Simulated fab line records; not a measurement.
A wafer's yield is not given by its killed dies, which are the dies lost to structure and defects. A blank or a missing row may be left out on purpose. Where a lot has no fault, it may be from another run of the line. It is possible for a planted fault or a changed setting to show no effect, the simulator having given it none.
Struck lot and sound lot, side by side || flow nand harc || 15 out of 1302 route steps
Sound: the wafers L654.1, L654.4, L654.5. Struck: wafers L665.2, L665.5. (L665.4 of the same lot was not struck and is left out.) The cause comes at the end.
Each step with rows lists, per side, the tool, then ch with its chambers, then its first start. Under that, the readings that differ: sound wafers || struck wafers || difference of the means || sigmas: that difference in standard deviations of wafers without a fault.
alike: words and numbers the same on both sides, and readings whose means are apart by under 2 such deviations; not compared: readings that were withheld, readings missing a value for some wafer, numbers with overlapping values and no deviation given by the record, and bounds like >300 which may hide the same value.
A row with sigmas, a row that says differs or no value, or rows on one side alone: a step with any of these is where the two part. Numbers that have no deviation but don't overlap get no sigmas and don't part them. A reading missing from all wafers of one side parts the sides only when that side holds two or more wafers.

first, 1 step without rows for these wafers: NHARC_A_M0_DEVELOP_08 (develop time 35 s).
NHARC_A_M0_CD_MEAS_09 targets a cd of 80 nm.
  sound on cd sem-02 ch 0, day 23 01:15; struck on cd sem-02 ch 0, day 27 18:44
  alike: cd nm
NHARC_A_M0_OVL_MEAS_10: pitch 160 nm.
  struck on overlay-02, day 27 18:49; sound on overlay-01, day 23 01:20
  alike: overlay x nm, overlay y nm
NHARC_A_M0_INSPECT_11:
  struck on defect inspect-02, day 27 18:52; sound on defect inspect-01, day 23 01:22
  alike: raw defect count
NHARC_A_M0_DESCUM_14: chemistry O2, time 3 s.
  sound on rie diel-08 ch 1,3, day 23 01:26; struck on rie diel-08 ch 1, day 27 18:56
  alike: drypump motor current A, oes product au, rf vpp V, showerhead plenum p Torr, throttle valve pct
  not compared: rf hours counter h
then, 1 step without rows for these wafers: NHARC_A_M0_ETCH_34 (etches the open film in N2/H2, target depth 40 nm, overetch 12 nm, time 43.94 s).
NHARC_A_M0_ETCH_15: etches the open film in C4F8/Ar, target depth 150 nm, overetch 15 nm, time 82.5 s.
  sound: rie diel-08 ch 2,3; struck: rie diel-08 ch 2,3
  alike: oes product au, rf vpp V
  not compared: rf hours counter h
NHARC_A_M0_CD_MEAS_16:
  struck on cd sem-01, day 27 19:13; sound on cd sem-02, day 23 01:44
  alike: cd nm
NHARC_A_M0_STRIP_18: strips in N2/H2.
  sound on rie diel-01 ch 0,2,3, day 23 01:50; struck on rie diel-13 ch 0,3, day 27 19:20
{"reading": "showerhead plenum p Torr (Torr)", "sound": "2.14 2.14 2.02", "struck": "1.92 1.90", "difference": -0.19, "sigmas": -2}
  alike: drypump motor current A, oes product au, power w, rf vpp V, throttle valve pct
  not compared: rf hours counter h
then, 1 step without rows for these wafers: NHARC_A_M0_STRIP_19 (strips in post etch residue remover, time 600 s).
NHARC_A_M0_DEGAS_28: time 60 s.
  struck on pvd sputter-01, day 27 19:50; sound on pvd sputter-01, day 23 02:21
  alike: heater power w
NHARC_A_M0_PRE_CLEAN_29: time 30 s.
  sound on pvd sputter-01; struck on pvd sputter-01
  alike: heater power w
NHARC_A_M0_PVD_20: deposits TaN, target thk 5 nm, time 8.06 s.
  struck on pvd sputter-01, day 27 19:57; sound on pvd sputter-01, day 23 02:29
{"reading": "time s (s)", "sound": "8.06 8.06 8.06", "struck": "10.993 10.993", "difference": "+2.933", "sigmas": ""}
  alike: throttle valve pct
then, 1 step without rows for these wafers: NHARC_A_M0_PVD_21 (deposits Cu, target thk 30 nm, time 20.49 s).
NHARC_END_SORT_01:
  sound on prober-02 ch 0, day 24 14:37; struck on prober-02 ch 0, day 29 12:47
  alike: defect limited yield, killed at array, killed at other, killed at periphery, killed dies, killed open, killed short

## WHERE THEY PART
Only at NHARC_A_M0_STRIP_18, as far as this record shows. Later steps at which nothing parts them and some readings are alike: NHARC_A_M0_DEGAS_28, NHARC_A_M0_PRE_CLEAN_29, NHARC_A_M0_PVD_20, NHARC_END_SORT_01.

WHY: what the simulator had put in
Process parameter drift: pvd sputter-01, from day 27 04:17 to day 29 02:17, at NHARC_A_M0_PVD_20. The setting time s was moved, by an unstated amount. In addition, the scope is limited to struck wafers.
